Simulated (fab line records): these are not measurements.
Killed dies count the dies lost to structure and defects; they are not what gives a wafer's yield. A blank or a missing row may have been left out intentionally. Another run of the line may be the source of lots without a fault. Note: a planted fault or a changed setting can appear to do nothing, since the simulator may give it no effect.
2 desks, one fault / flow nand-harc / numbers are kept per desk, each desk with only its own; the story behind them comes last

== AT THE TOOL OWNER'S DESK: rie-diel-11 ==
The tool's own readings at NHARC_A_STAIRCASE_TRIM_222 (chemistry O2, time 211.2 s): means of the sampled wafers that have a number, for each lot that ran on this tool. A lot is out of limits, marked OUT, if its mean lies more than 4 standard deviations from the usual mean; the brackets give that distance.
Columns: A = drypump-motor-current-A at NHARC_A_STAIRCASE_TRIM_222, usual 5.8 A; B = oes-product-au at NHARC_A_STAIRCASE_TRIM_222, usual 0.998 a.u.; C = rf-vpp-V at NHARC_A_STAIRCASE_TRIM_222, usual 57.9 V; D = showerhead-plenum-p-Torr at NHARC_A_STAIRCASE_TRIM_222, usual 3.56 Torr; E = throttle-valve-pct at NHARC_A_STAIRCASE_TRIM_222, usual 17.036 %
lot=L718; first seen here=day 17 23:23; A=5.9; B=1.003; C=57.4; D=3.45; E=17.040
lot=L724; first seen here=day 20 06:17; A=5.9; B=1.009; C=57.5; D=3.59; E=17.046
lot=L733; first seen here=day 23 23:02; A=5.6; B=1.003; C=58.7; D=3.70; E=17.034
This desk's verdict: no lot among the 3 shows anything out of limits.

== FROM THE METROLOGY DESK ==
What the gauges read, lot by lot, whatever tool the lot ran on: means of the sampled wafers that have a number. A lot is out of limits, marked OUT, if its mean lies more than 4 standard deviations from the usual mean; the brackets give that distance.
Columns: A = thk-nm at NHARC_THIN_TSV_THK_MEAS_02, usual 2987 nm
lot=L714; first seen here=day 23 13:08; A=3296
lot=L715; first seen here=day 24 07:24; A=2948
lot=L718; first seen here=day 25 00:44; A=3043
lot=L724; first seen here=day 28 06:16; A=3388
lot=L730; first seen here=day 29 16:38; A=3340
lot=L728; first seen here=day 29 17:50; A=2857
lot=L729; first seen here=day 30 12:05; A=2959
lot=L731; first seen here=day 30 17:22; A=2811
lot=L732; first seen here=day 30 18:34; A=3211
lot=L733; first seen here=day 31 08:02; A=2905
lot=L735; first seen here=day 32 02:46; A=3005
lot=L736; first seen here=day 32 16:47; A=2891
lot=L737; first seen here=day 32 17:58; A=2893
This desk's verdict: no lot among the 13 shows anything out of limits.

== BROUGHT TOGETHER ==
The desk of the tool owner found nothing out of limits.
Nothing out of limits was seen by the metrology desk.

== WHAT HAD BEEN PUT IN BY THE SIMULATOR ==
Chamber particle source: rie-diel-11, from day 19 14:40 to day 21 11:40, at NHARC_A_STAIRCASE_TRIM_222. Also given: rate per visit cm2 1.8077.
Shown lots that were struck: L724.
